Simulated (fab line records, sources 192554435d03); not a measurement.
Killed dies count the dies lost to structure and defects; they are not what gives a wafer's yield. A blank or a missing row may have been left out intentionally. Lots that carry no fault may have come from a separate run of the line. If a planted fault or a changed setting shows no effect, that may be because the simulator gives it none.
Matching of chambers / flow n5 finfet / 3 sister chambers for N5_BEOL_M11_CVD_75 on cvd co-02
The step deposits Co from CCTBA/H2, target thk 2 nm, time 138.9 s. 15 wafers are shown with their chamber, then 7 later ones without.

== EACH WAFER AND ITS CHAMBER ==
wafer=L927.1; chamber=1; run length s (s)=161.9
wafer=L927.2; chamber=2; run length s (s)=161.3
wafer=L927.5; chamber=2; run length s (s)=161.5
wafer=L930.1; chamber=1; run length s (s)=162.1
wafer=L930.3; chamber=0; run length s (s)=161.4
wafer=L930.6; chamber=0; run length s (s)=161.7
wafer=L931.3; chamber=1; run length s (s)=162.0
wafer=L931.4; chamber=1; run length s (s)=162.0
wafer=L931.6; chamber=0; run length s (s)=161.7
wafer=L932.3; chamber=2; run length s (s)=161.3
wafer=L932.4; chamber=2; run length s (s)=161.3
wafer=L932.5; chamber=0; run length s (s)=161.7
wafer=L934.1; chamber=2; run length s (s)=161.5
wafer=L934.2; chamber=1; run length s (s)=162.0
wafer=L934.5; chamber=2; run length s (s)=161.0

SIGNATURES (means of the wafers above)
reading=run length s; chamber 0=161.625; chamber 1=162.000; chamber 2=161.317; scatter within a chamber=0.146
Rule: a wafer lies at a distance from a chamber equal to the root of the sum of squares, over the readings, of (its reading less the chamber's mean, divided by the reading's scatter). If the next closest chamber is less than 2 further off than the closest, the wafer can't be placed; otherwise it belongs to the closest. The scatter: the root of (the sum of the squares of (reading less its chamber's mean) over the shown wafers, divided by (wafers less chambers)).

== WAFERS WITHOUT THEIR CHAMBER ==
wafer=L937.4; run length s (s)=161.7
wafer=L941.1; run length s (s)=161.5
wafer=L947.2; run length s (s)=162.3
wafer=L947.3; run length s (s)=161.6
wafer=L947.4; run length s (s)=162.1
wafer=L949.2; run length s (s)=161.9
wafer=L949.3; run length s (s)=161.6

== CHAMBER TAKEN BY EACH ==
wafer=L937.4; from the rows above=can't be placed: 0 or 1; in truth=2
wafer=L941.1; from the rows above=can't be placed: 0 or 2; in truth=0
wafer=L947.2; from the rows above=1; in truth=1
wafer=L947.3; from the rows above=can't be placed: 0 or 2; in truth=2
wafer=L947.4; from the rows above=1; in truth=1
wafer=L949.2; from the rows above=can't be placed: 1 or 0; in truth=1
wafer=L949.3; from the rows above=can't be placed: 0 or 2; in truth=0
Correct placement for 2 of the 7. Cannot be placed on the basis of these rows: 5; the candidates contain the true chamber in 4. 0 placed wrongly.
